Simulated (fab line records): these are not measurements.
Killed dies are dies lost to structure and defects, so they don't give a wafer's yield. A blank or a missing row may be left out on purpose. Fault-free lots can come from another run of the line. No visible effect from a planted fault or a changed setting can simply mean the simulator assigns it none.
Check for tools in common	flow nand-harc	2 lots and 6 wafers in the sample

== THE REASON FOR OPENING IT ==
Flagged at NHARC_END_SORT_01: reading killed-at-array, on 2 of 2 lots. Fault-free wafers read 24, with a standard deviation of 7.4.
Rule: a lot gets a flag if all its wafers with a number sit over 4 standard deviations from that mean, or if no wafer of it has a number. As for the other lots, they are considered sound.

lot	measured	on	killed-at-array, wafer by wafer	flag
L295	day 23 18:50	prober-01	674 676 674	FLAGGED
L294	day 24 02:34	prober-01	673 674 673	FLAGGED
The mean of the flagged lots' numbers is 674, +650 from the usual (+88 standard deviations).

== LOT BY LOT: THE TOOL USED ==
3 process steps preceding the reading are held in the record, out of 1159 steps in the route. Cell contents, in order: the tool; ch with the chambers the sampled wafers went through; the start.
lot	flag	NHARC_A_CONTACT_ETCH_51	NHARC_A_CONTACT_ETCH_115	NHARC_A_CONTACT_ETCH_116
L295	FLAGGED	rie-diel-11 ch 0,1,3, day 20 11:16 or earlier	har-cap-etch-02 ch 0,1, day 20 11:16	har-cap-etch-02 ch 0,1, day 20 11:25
L294	FLAGGED	rie-diel-11 ch 0,2, day 20 13:08 or earlier	har-cap-etch-01 ch 1, day 20 13:08	har-cap-etch-01 ch 1, day 20 13:14
These steps, and what they do:
- NHARC_A_CONTACT_ETCH_51: etches the open film in O2/COS, target depth 3600 nm, time 936 s.
- NHARC_A_CONTACT_ETCH_115: etches the open film in C4F8/O2/Ar, time 94 s, target depth 922 nm.
- NHARC_A_CONTACT_ETCH_116: etches the open film in C4F8/O2/Ar, time 94 s, target depth 922 nm.
- NHARC_END_SORT_01

== FLAGGED AGAINST TOTAL, ONE TOOL AT A TIME (gauges that did the reading follow at the end) ==
step	tool	lots run	flagged	share of the flagged lots	sound lots run after its first flagged lot
NHARC_A_CONTACT_ETCH_51	rie-diel-11	2	2	all	0
NHARC_A_CONTACT_ETCH_115	har-cap-etch-01	1	1	some	0
NHARC_A_CONTACT_ETCH_115	har-cap-etch-02	1	1	some	0
NHARC_A_CONTACT_ETCH_116	har-cap-etch-01	1	1	some	0
NHARC_A_CONTACT_ETCH_116	har-cap-etch-02	1	1	some	0
NHARC_END_SORT_01	prober-01	2	2	all	0
NHARC_A_CONTACT_ETCH_51: start missing for some lots; hours and lot order therefore follow NHARC_A_CONTACT_ETCH_115.

== THE TABLE: WHAT IT ALLOWS ==
Rows of the table that ran all the flagged lots, 2 in number: rie-diel-11 at NHARC_A_CONTACT_ETCH_51; prober-01 at NHARC_END_SORT_01.
- rie-diel-11 at NHARC_A_CONTACT_ETCH_51 ran 2 lots, 2 of them flagged. The start can't be narrowed down: in this sample, it ran no sound lot prior to its first flagged lot.
- prober-01 at NHARC_END_SORT_01 ran 2 lots, 2 of them flagged. The start can't be narrowed down: in this sample, it ran no sound lot prior to its first flagged lot.
Counting lots can't tell these 2 tools apart, because each fits a fault that began at some hour. More lots, or a look at what each step does to the wafer, might.

== WHAT THE SIMULATOR HAD PUT IN ==
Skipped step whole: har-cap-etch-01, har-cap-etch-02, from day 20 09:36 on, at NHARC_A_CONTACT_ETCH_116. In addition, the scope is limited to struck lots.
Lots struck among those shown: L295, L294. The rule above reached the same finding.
